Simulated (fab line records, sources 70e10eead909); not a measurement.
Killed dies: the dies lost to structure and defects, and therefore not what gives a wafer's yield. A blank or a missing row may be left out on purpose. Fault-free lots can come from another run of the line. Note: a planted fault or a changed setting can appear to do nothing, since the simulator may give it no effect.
Chamber matching | flow nand-harc | NHARC_A_STAIRCASE_ALD_420 on ald-hk-01: 4 sister chambers
The step deposits SiO2, target thk 20 nm, pulse time 6 s, ald cycles 200. 4 wafers are shown with their chamber, then 9 later ones without.

== EACH WAFER AND ITS CHAMBER ==
wafer  | chamber | heater-power-w (W)
L080.4 | 3       | 505
L085.3 | 0       | 457
L094.5 | 2       | 373
L094.6 | 1       | 552

== WAFERS WITHOUT THEIR CHAMBER ==
wafer  | heater-power-w (W)
L094.2 | 461
L094.3 | 376
L094.4 | 482
L095.4 | 545
L095.5 | 560
L095.6 | 461
L097.3 | 377
L097.4 | 487
L097.5 | 456

== WHICH CHAMBER EACH WENT THROUGH ==
wafer  | from the rows above     | in truth
L094.2 | 0                       | 0
L094.3 | 2                       | 2
L094.4 | can't be placed: 3 or 0 | 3
L095.4 | 1                       | 1
L095.5 | 1                       | 1
L095.6 | 0                       | 0
L097.3 | 2                       | 2
L097.4 | can't be placed: 3 or 0 | 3
L097.5 | 0                       | 0
Correct placement for 7 of the 9. Cannot be placed on the basis of these rows: 2; the candidates contain the true chamber in 2. Number placed wrongly: 0.
How it was worked out, from the rows above alone: a wafer's distance from a chamber is the root of the sum, over the readings, of the square of ((its reading less the chamber's mean) divided by the reading's scatter). If the next closest chamber is less than 2 further off than the closest, the wafer can't be placed; otherwise it belongs to the closest. A chamber's mean is the mean of its shown wafers. The scatter (one wafer shown for each chamber): square how far every hidden wafer sits from the nearest shown wafer, average those squares and take the square root.
